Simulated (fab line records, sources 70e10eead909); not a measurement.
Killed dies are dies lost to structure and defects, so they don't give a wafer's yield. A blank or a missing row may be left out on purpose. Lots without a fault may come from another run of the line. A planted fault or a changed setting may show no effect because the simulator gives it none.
Chamber matching | flow nand_harc | NHARC_A_CHANNEL_HOLE_D2_DEP_01 on pecvd-02: 3 sister chambers
The step deposits SiON, target thk 140 nm. 14 wafers are shown with their chamber, then 6 later ones without.

WAFERS WITH THEIR CHAMBER
wafer  | chamber | heater_power_w (W)
L954.1 | 1       | 742
L954.2 | 0       | 851
L954.5 | 2       | 740
L955.1 | 2       | 675
L955.2 | 0       | 883
L955.4 | 1       | 757
L960.4 | 0       | 855
L960.6 | 2       | 801
L965.1 | 1       | 690
L965.3 | 0       | 738
L965.6 | 0       | 732
L966.3 | 1       | 762
L966.4 | 1       | 792
L966.6 | 0       | 713

SIGNATURES (means of the wafers above)
reading        | chamber 0 | chamber 1 | chamber 2 | scatter within a chamber
heater_power_w | 795.33    | 748.60    | 738.67    | 61.8
Rule: a wafer's distance from a chamber is the root of the sum, over the readings, of the square of ((its reading less the chamber's mean) divided by the reading's scatter). The wafer belongs to the nearest chamber; if the next one is less than 2 further off, it can't be placed. The scatter: the root of (the sum of the squares of (reading less its chamber's mean) over the shown wafers, divided by (wafers less chambers)).

WAFERS WITHOUT THEIR CHAMBER
wafer  | heater_power_w (W)
L968.1 | 874
L968.3 | 675
L968.4 | 843
L970.2 | 812
L970.3 | 865
L970.5 | 621

WHICH CHAMBER EACH WENT THROUGH
wafer  | from the rows above          | in truth
L968.1 | can't be placed: 0 or 1 or 2 | 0
L968.3 | can't be placed: 2 or 1 or 0 | 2
L968.4 | can't be placed: 0 or 1 or 2 | 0
L970.2 | can't be placed: 0 or 1 or 2 | 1
L970.3 | can't be placed: 0 or 1 or 2 | 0
L970.5 | can't be placed: 2 or 1 or 0 | 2
Placed correctly: 0 of 6. Can't be placed from these rows: 6 (the true chamber is among the candidates in 6). Placed wrongly: 0.
